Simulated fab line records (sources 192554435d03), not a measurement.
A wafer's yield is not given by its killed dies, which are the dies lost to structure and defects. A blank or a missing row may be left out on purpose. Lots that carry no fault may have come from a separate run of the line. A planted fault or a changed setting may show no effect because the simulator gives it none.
One fault seen from 2 desks + flow n5-finfet + every desk sees just its own numbers, and what lay behind them comes last

## AT THE METROLOGY DESK
What the gauges read, lot by lot, whatever tool the lot ran on: means of the sampled wafers that have a number. A lot is out of limits, marked OUT, if its mean lies more than 4 standard deviations from the usual mean; the brackets give that distance.
Columns: A = cd-nm at N5_BEOL_M15_CD_MEAS_28, usual 406.9 nm; B = M15_OVL at N5_BEOL_M15_OVL_MEAS_29, usual -2 nm; C = M15_THK at N5_BEOL_M15_THK_MEAS_50, usual 849 nm; D = M15_RS at N5_BEOL_M15_RS_MEAS_54, usual 0.0216 ohm/sq
| lot  | first seen here | A     | B   | C               | D                 |
|------|-----------------|-------|-----|-----------------|-------------------|
| L231 | day 11 10:32    | 406.8 | 9   | 850             | 0.0215            |
| L229 | day 11 20:28    | 406.4 | -1  | 863             | 0.0211            |
| L232 | day 12 21:50    | 407.1 | 2   | 832             | 0.0220            |
| L237 | day 13 18:04    | 405.2 | 6   | 852             | 0.0215            |
| L239 | day 14 02:31    | 402.7 | -5  | 1055 (+8.9) OUT | 0.0187 (-5.6) OUT |
| L244 | day 14 23:29    | 405.2 | -12 | 1053 (+8.9) OUT | 0.0184 (-6.3) OUT |
| L245 | day 15 03:31    | 407.3 | -2  | 824             | 0.0220            |
| L246 | day 15 10:18    | 407.2 | -3  | 884             | 0.0207            |
| L250 | day 16 14:08    | 405.0 | -7  | 887             | 0.0208            |
| L252 | day 17 00:47    | 405.1 | 4   | 817             | 0.0222            |
This desk finds L239, L244 out of limits, with the earliest case on L239 at day 14 06:26 (M15_THK at N5_BEOL_M15_THK_MEAS_50). L231, L229, L232, L237, L245, L246, L250, L252: within limits.

## AT THE TOOL OWNER'S DESK: rie-diel-01
The tool's own readings at N5_BEOL_M15_TRENCH_ETCH_34 (etches SiO2 in C4F8/O2/Ar, target depth 872.93 nm, time 199 s): means of the sampled wafers that have a number, for each lot that ran on this tool. A lot is out of limits, marked OUT, if its mean lies more than 4 standard deviations from the usual mean; the brackets give that distance.
Columns: A = C4F8_flow_sccm at N5_BEOL_M15_TRENCH_ETCH_34, usual 16.00 sccm; B = drypump-motor-current-A at N5_BEOL_M15_TRENCH_ETCH_34, usual 5.8 A; C = oes-product-au at N5_BEOL_M15_TRENCH_ETCH_34, usual 0.78 a.u.; D = rf-vpp-V at N5_BEOL_M15_TRENCH_ETCH_34, usual 2203 V; E = showerhead-plenum-p-Torr at N5_BEOL_M15_TRENCH_ETCH_34, usual 3.44 Torr; F = throttle-valve-pct at N5_BEOL_M15_TRENCH_ETCH_34, usual 30.8 %
| lot  | first seen here | A     | B   | C    | D    | E    | F    |
|------|-----------------|-------|-----|------|------|------|------|
| L231 | day 11 10:47    | 16.02 | 5.3 | 0.79 | 2149 | 3.49 | 30.7 |
| L229 | day 11 20:39    | 16.01 | 5.3 | 0.79 | 2239 | 3.48 | 31.0 |
| L237 | day 13 18:26    | 15.99 | 5.4 | 0.80 | 2179 | 3.45 | 30.8 |
| L239 | day 14 02:41    | 15.96 | 5.5 | 0.91 | 2120 | 3.41 | 30.7 |
| L244 | day 14 23:40    | 15.97 | 6.0 | 0.96 | 2195 | 3.41 | 30.7 |
Result from this desk: across the 5 lots, nothing is out of limits.

## BROUGHT TOGETHER
On L239, L244, the metrology desk was in a position to raise an alarm at day 14 06:26.
The desk of the tool owner found nothing out of limits.
On record at the tool owner's desk: L239, L244, within its limits.
All the named lots went through N5_BEOL_M15_TRENCH_ETCH_34 on rie-diel-01.

## WHAT HAD BEEN PUT IN BY THE SIMULATOR
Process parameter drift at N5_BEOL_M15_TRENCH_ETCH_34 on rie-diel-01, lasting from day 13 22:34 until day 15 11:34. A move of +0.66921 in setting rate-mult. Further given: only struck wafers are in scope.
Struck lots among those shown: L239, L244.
Per desk, hours elapsed from the start of the fault to the first reading out of limits: for the metrology desk, 8.
